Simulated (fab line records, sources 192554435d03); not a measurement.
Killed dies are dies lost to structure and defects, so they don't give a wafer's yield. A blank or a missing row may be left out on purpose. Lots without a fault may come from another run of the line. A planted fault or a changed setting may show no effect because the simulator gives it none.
Which tool did it? | flow n5_finfet | 9 lots, 27 wafers sampled, at 6 steps of a route of 1938

WHAT THE GAUGES READ, wafer by wafer
N5_GATE_CUT_OVL_MEAS_14. Usual: GATE_CUT_OVL 0.1 nm, standard deviation 0.77.
lot  | measured     | on         | GATE_CUT_OVL (nm) | flag
L937 | day 5 06:43  | overlay-02 | -0.1 -0.5 -0.2    |
L939 | day 5 19:34  | overlay-02 | 2.2 0.0 0.7       |
L941 | day 6 10:08  | overlay-02 | 0.0 -0.6 -0.8     |
L942 | day 6 13:38  | overlay-01 | -0.3 -0.7 0.2     |
L944 | day 7 02:02  | overlay-02 | -0.4 0.4 -1.0     |
L946 | day 7 15:50  | overlay-02 | 0.9 -0.6 0.8      |
L954 | day 9 12:01  | overlay-02 | -0.1 0.4 -0.2     |
L956 | day 9 20:49  | overlay-02 | 0.2 0.6 0.0       |
L957 | day 10 04:28 | overlay-02 | 0.0 1.0 0.5       |

N5_BEOL_M4_RC_MEAS_101. Usual: DIBL_N 35.9 mV/V, standard deviation 1.3; DIBL_P 35.9 mV/V, standard deviation 1.5; IOFF_N 0.152 nA/um, standard deviation 0.023; IOFF_P 0.204 nA/um, standard deviation 0.027; ION_N 673 uA/um, standard deviation 9.2; ION_P 462 uA/um, standard deviation 6.7; SS_N 71.4 mV/dec, standard deviation 0.48; SS_P 73.2 mV/dec, standard deviation 0.55; VT_N 250.3 mV, standard deviation 2.6; VT_P -250.6 mV, standard deviation 3.
lot  | measured     | on        | DIBL_N (mV/V)  | DIBL_P (mV/V)  | IOFF_N (nA/um)    | IOFF_P (nA/um)    | ION_N (uA/um) | ION_P (uA/um) | SS_N (mV/dec)  | SS_P (mV/dec)  | VT_N (mV)         | VT_P (mV)            | flag
L937 | day 9 18:23  | prober-02 | 36.5 35.0 36.1 | 37.3 36.3 37.1 | 0.167 0.150 0.163 | 0.198 0.182 0.197 | 677 679 680   | 461 452 462   | 70.8 71.0 71.5 | 74.3 73.0 73.2 | 249.8 252.0 248.3 | -253.7 -254.3 -251.2 |
L939 | day 9 16:45  | prober-01 | 36.4 37.3 35.5 | 35.8 37.5 35.5 | 0.154 0.167 0.135 | 0.200 0.220 0.189 | 679 662 666   | 463 460 463   | 72.0 71.9 71.7 | 73.5 74.8 72.9 | 249.3 248.3 249.8 | -250.5 -250.0 -253.4 |
L941 | day 11 00:04 | prober-02 | 34.9 34.8 34.8 | 35.7 33.9 34.9 | 0.133 0.126 0.130 | 0.189 0.161 0.178 | 680 670 668   | 467 454 462   | 71.8 71.0 71.0 | 73.1 73.6 72.1 | 252.7 253.6 253.5 | -250.8 -254.7 -252.7 |
L942 | day 10 22:23 | prober-01 | 36.2 37.4 36.8 | 35.5 37.4 36.7 | 0.162 0.183 0.175 | 0.209 0.233 0.224 | 687 680 690   | 467 468 469   | 71.6 71.8 70.5 | 73.1 74.2 73.0 | 246.1 245.8 247.4 | -248.9 -249.6 -248.3 |
L944 | day 11 07:58 | prober-02 | 38.2 37.6 36.9 | 38.8 37.3 36.6 | 0.225 0.206 0.182 | 0.247 0.217 0.209 | 690 678 682   | 467 458 458   | 71.5 71.8 71.3 | 74.1 73.2 72.6 | 242.7 244.2 246.1 | -248.1 -253.5 -251.4 |
L946 | day 11 09:10 | prober-01 | 34.3 35.1 34.8 | 33.5 33.7 34.6 | 0.154 0.163 0.161 | 0.211 0.210 0.225 | 683 681 679   | 472 463 470   | 71.5 71.7 71.2 | 72.7 73.3 74.5 | 248.0 248.1 249.0 | -249.9 -249.2 -248.3 |
L954 | day 13 17:28 | prober-02 | 36.1 36.2 35.4 | 36.0 36.6 35.8 | 0.162 0.164 0.149 | 0.183 0.187 0.176 | 675 668 669   | 454 455 452   | 71.9 72.0 71.4 | 73.0 73.8 73.1 | 250.0 248.5 250.2 | -253.1 -255.2 -256.0 |
L956 | day 14 19:56 | prober-01 | 41.0 37.6 38.4 | 40.4 35.8 36.5 | 0.248 0.157 0.177 | 0.306 0.216 0.238 | 686 667 669   | 469 459 455   | 72.2 72.2 71.4 | 74.8 73.7 74.4 | 245.1 251.9 249.1 | -245.4 -252.3 -249.1 |
L957 | day 14 22:47 | prober-02 | 35.3 35.2 35.9 | 34.3 34.4 35.3 | 0.134 0.130 0.146 | 0.219 0.216 0.240 | 657 667 678   | 466 471 477   | 71.6 71.4 71.1 | 73.2 72.1 73.7 | 252.8 249.9 251.0 | -247.0 -247.9 -244.7 |

WHICH TOOL RAN EACH LOT (tool, then ch and the chambers of the sampled wafers, then the start)
lot  | N5_GATE_CUT_DESCUM_18             | N5_GATE_CUT_VAPOR_ETCH_49         | N5_GATE_CUT_ALD_22                | N5_GATE_CUT_CMP_23
L937 | rie_diel-06 ch 0,2, day 5 07:03   | rie_metal-02 ch 0,1, day 5 07:39  | ald_sin-01 ch 0,1, day 5 07:53    | cmp-03 ch 2,3, day 5 09:25
L939 | rie_diel-01 ch 0,1,2, day 5 19:39 | rie_metal-03 ch 0,1, day 5 20:16  | ald_sin-02 ch 1,2,3, day 5 20:29  | cmp-03 ch 2,3, day 5 21:59
L941 | rie_diel-03 ch 1,3, day 6 10:17   | rie_metal-03 ch 1, day 6 10:53    | ald_sin-02 ch 0,3, day 6 11:45    | cmp-04 ch 0,1,3, day 6 13:19
L942 | rie_diel-01 ch 0,1,3, day 6 13:47 | rie_metal-03 ch 0,1, day 6 14:23  | ald_sin-01 ch 1,2,3, day 6 14:37  | cmp-03 ch 0,1,2, day 6 16:06
L944 | rie_diel-06 ch 0,3, day 7 02:08   | rie_metal-03 ch 1, day 7 02:56    | ald_sin-01 ch 1,2, day 7 03:14    | cmp-03 ch 0,1,3, day 7 04:47
L946 | rie_diel-01 ch 1,2,3, day 7 16:01 | rie_metal-02 ch 0,1, day 7 16:37  | ald_sin-01 ch 0,2, day 7 16:51    | cmp-01 ch 1,2,3, day 7 18:25
L954 | rie_diel-01 ch 1,2,3, day 9 12:07 | rie_metal-03 ch 0,1, day 9 12:43  | ald_sin-02 ch 0,1,2, day 9 12:57  | cmp-04 ch 0,1,3, day 9 14:28
L956 | rie_diel-03 ch 1,2,3, day 9 20:55 | rie_metal-01 ch 0,1, day 9 21:31  | ald_sin-02 ch 0,2,3, day 9 21:46  | cmp-01 ch 0,1,2, day 9 23:14
L957 | rie_diel-03 ch 0,2, day 10 04:34  | rie_metal-01 ch 0,1, day 10 05:10 | ald_sin-02 ch 0,1,3, day 10 05:24 | cmp-01 ch 0,3, day 10 06:53
- N5_GATE_CUT_DESCUM_18: chemistry O2, time 7 s.
- N5_GATE_CUT_VAPOR_ETCH_49: etches TiAlC in BCl3/Cl2.
- N5_GATE_CUT_ALD_22: deposits SiNx, target thk 16 nm, pulse time 1 s, ald cycles 320.
- N5_GATE_CUT_CMP_23: polishes, stops on SiO2, t overpolish 23.4 s, target thk 16 nm.

WHAT THE TOOLS THEMSELVES READ (means of the sampled wafers that have a number; where no wafer has one, the mark that the record gives instead)
N5_GATE_CUT_DESCUM_18. Usual: bias_power_w 20.01 W, standard deviation 0.061; drypump_motor_current_A 5.53 A, standard deviation 0.28; oes_product_au 0.77 a.u., standard deviation 0.071; rf_fwd_power_W 49.43 W, standard deviation 0.21; rf_vpp_V 243.0 V, standard deviation 1.4; showerhead_plenum_p_Torr 2.08 Torr, standard deviation 0.075; throttle_valve_pct 20.37 %, standard deviation 0.26.
lot  | tool        | bias_power_w (W) | drypump_motor_current_A (A) | oes_product_au (a.u.) | rf_fwd_power_W (W) | rf_vpp_V (V) | showerhead_plenum_p_Torr (Torr) | throttle_valve_pct (%) | flag
L937 | rie_diel-06 | 20.02            | 5.62                        | 0.89                  | 49.10              | 243.1        | 2.16                            | 20.10                  |
L939 | rie_diel-01 | 20.01            | 5.45                        | 0.77                  | 49.54              | 244.0        | 2.13                            | 20.53                  |
L941 | rie_diel-03 | 20.03            | 5.38                        | 0.76                  | 49.65              | 242.3        | 1.98                            | 20.29                  |
L942 | rie_diel-01 | 20.00            | 5.43                        | 0.78                  | 49.49              | 243.3        | 2.11                            | 20.36                  |
L944 | rie_diel-06 | 20.00            | 5.21                        | 0.78                  | 49.38              | 241.6        | 2.04                            | 20.32                  |
L946 | rie_diel-01 | 19.99            | 5.65                        | 0.74                  | 49.68              | 243.8        | 2.08                            | 20.35                  |
L954 | rie_diel-01 | 19.99            | 5.64                        | 0.73                  | 49.52              | 244.1        | 2.08                            | 20.38                  |
L956 | rie_diel-03 | 20.04            | 5.41                        | 0.73                  | 49.34              | 242.5        | 2.03                            | 20.60                  |
L957 | rie_diel-03 | 19.97            | 5.47                        | 0.72                  | 49.39              | 242.9        | 2.07                            | 20.50                  |

N5_GATE_CUT_VAPOR_ETCH_49. Usual: drypump_motor_current_A 5.5 A, standard deviation 0.4; oes_product_au 0.77 a.u., standard deviation 0.097.
lot  | tool         | drypump_motor_current_A (A) | oes_product_au (a.u.) | flag
L937 | rie_metal-02 | 5.2                         | 0.77                  |
L939 | rie_metal-03 | 6.0                         | 0.88                  |
L941 | rie_metal-03 | 5.3                         | 0.93                  |
L942 | rie_metal-03 | 5.6                         | 0.90                  |
L944 | rie_metal-03 | 5.3                         | 0.91                  |
L946 | rie_metal-02 | 5.2                         | 0.75                  |
L954 | rie_metal-03 | 6.0                         | 0.84                  |
L956 | rie_metal-01 | 5.6                         | 0.66                  |
L957 | rie_metal-01 | 5.6                         | 0.65                  |

N5_GATE_CUT_ALD_22. Usual: heater_power_w 852 W, standard deviation 100; precursor_pulse_height_rel 0.999, standard deviation 0.019.
lot  | tool       | heater_power_w (W) | precursor_pulse_height_rel | flag
L937 | ald_sin-01 | 804                | 0.995                      |
L939 | ald_sin-02 | 940                | 1.001                      |
L941 | ald_sin-02 | 827                | 1.015                      |
L942 | ald_sin-01 | 833                | 1.012                      |
L944 | ald_sin-01 | 878                | 1.004                      |
L946 | ald_sin-01 | 783                | 0.997                      |
L954 | ald_sin-02 | 868                | 1.012                      |
L956 | ald_sin-02 | 890                | 1.006                      |
L957 | ald_sin-02 | 872                | 0.993                      |

N5_GATE_CUT_CMP_23. Usual: motor_current_A 9.2 A, standard deviation 0.71; platen_rpm 51.80 rpm, standard deviation 0.034; slurry_filter_dp_kPa 13.52 kPa, standard deviation 0.14; time_to_endpoint_s 19.2 s, standard deviation 1.7.
lot  | tool   | motor_current_A (A) | platen_rpm (rpm) | slurry_filter_dp_kPa (kPa) | time_to_endpoint_s (s) | flag
L937 | cmp-03 | 9.4                 | 51.82            | 13.50                      | 18.0                   |
L939 | cmp-03 | 8.9                 | 51.83            | 13.51                      | 20.2                   |
L941 | cmp-04 | 8.8                 | 51.78            | 13.66                      | 20.3                   |
L942 | cmp-03 | 9.6                 | 51.78            | 13.45                      | 18.8                   |
L944 | cmp-03 | 9.3                 | 51.80            | 13.56                      | 20.2                   |
L946 | cmp-01 | 8.7                 | 51.83            | 13.45                      | 22.8                   |
L954 | cmp-04 | 8.9                 | 51.82            | 13.44                      | 19.8                   |
L956 | cmp-01 | 8.9                 | 51.82            | 13.48                      | 20.8                   |
L957 | cmp-01 | 8.7                 | 51.79            | 13.55                      | 20.8                   |

THE ANSWER, worked out from the rows above alone
Rule: a lot is off if the mean of its wafers that have a number lies more than 3 standard deviations from the usual mean. A lot without any number at a reading at which 4 lots or more have one is off too. The other lots that the step has rows for count as sound. The gauges are gone through in route order, then the tools' own readings, and for those a lot's mean is taken as printed above. The first step at which some lot is off is used, and at that step the reading that is off furthest; a lot without a number counts as furthest.
No lot is off at any reading shown: from this, nothing can be told.

WHAT THE SIMULATOR HAD PUT IN
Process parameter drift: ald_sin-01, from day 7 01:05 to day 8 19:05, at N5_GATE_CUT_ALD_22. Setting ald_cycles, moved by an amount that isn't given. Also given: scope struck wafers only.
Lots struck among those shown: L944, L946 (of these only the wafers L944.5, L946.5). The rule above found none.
